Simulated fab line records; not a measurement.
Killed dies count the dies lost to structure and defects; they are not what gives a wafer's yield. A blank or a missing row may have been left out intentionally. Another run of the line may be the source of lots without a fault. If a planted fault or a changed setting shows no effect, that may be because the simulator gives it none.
Chamber matching || flow nandHarc || pecvd-02 running NHARC_P_CONTACT_DEP_30: 3 sister chambers
The step deposits SiNx, target thk 30 nm. 3 wafers are shown with their chamber, then 7 later ones without.

## WAFERS PAIRED WITH THEIR CHAMBERS
{"wafer": "L088.4", "chamber": 1, "heaterPowerOuterW (W)": 389}
{"wafer": "L088.6", "chamber": 0, "heaterPowerOuterW (W)": 506}
{"wafer": "L090.4", "chamber": 2, "heaterPowerOuterW (W)": 551}

## WAFERS WHOSE CHAMBER IS MISSING
{"wafer": "L090.5", "heaterPowerOuterW (W)": 480}
{"wafer": "L091.2", "heaterPowerOuterW (W)": 467}
{"wafer": "L091.3", "heaterPowerOuterW (W)": 567}
{"wafer": "L091.5", "heaterPowerOuterW (W)": 590}
{"wafer": "L094.1", "heaterPowerOuterW (W)": 439}
{"wafer": "L094.4", "heaterPowerOuterW (W)": 609}
{"wafer": "L094.5", "heaterPowerOuterW (W)": 441}

## WHICH CHAMBER EACH WENT THROUGH
{"wafer": "L090.5", "from the rows above": "can't be placed: 0 or 2 or 1", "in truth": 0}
{"wafer": "L091.2", "from the rows above": "can't be placed: 0 or 1 or 2", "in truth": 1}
{"wafer": "L091.3", "from the rows above": "can't be placed: 2 or 0", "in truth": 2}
{"wafer": "L091.5", "from the rows above": "can't be placed: 2 or 0", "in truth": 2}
{"wafer": "L094.1", "from the rows above": "can't be placed: 1 or 0 or 2", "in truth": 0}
{"wafer": "L094.4", "from the rows above": "can't be placed: 2 or 0", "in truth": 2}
{"wafer": "L094.5", "from the rows above": "can't be placed: 1 or 0 or 2", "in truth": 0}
0 of 7 placed correctly. From these rows, 7 cannot be placed; in 7 the true chamber is one of the candidates. Wrongly placed: 0.
How it was worked out, from the rows above alone: a wafer's distance from a chamber is the root of the sum, over the readings, of the square of ((its reading less the chamber's mean) divided by the reading's scatter). If the next closest chamber is less than 2 further off than the closest, the wafer can't be placed; otherwise it belongs to the closest. The mean given for a chamber averages the wafers shown for that chamber. The scatter: with one shown wafer a chamber, the root of the mean of the squares of how far each hidden wafer lies from its nearest shown one.
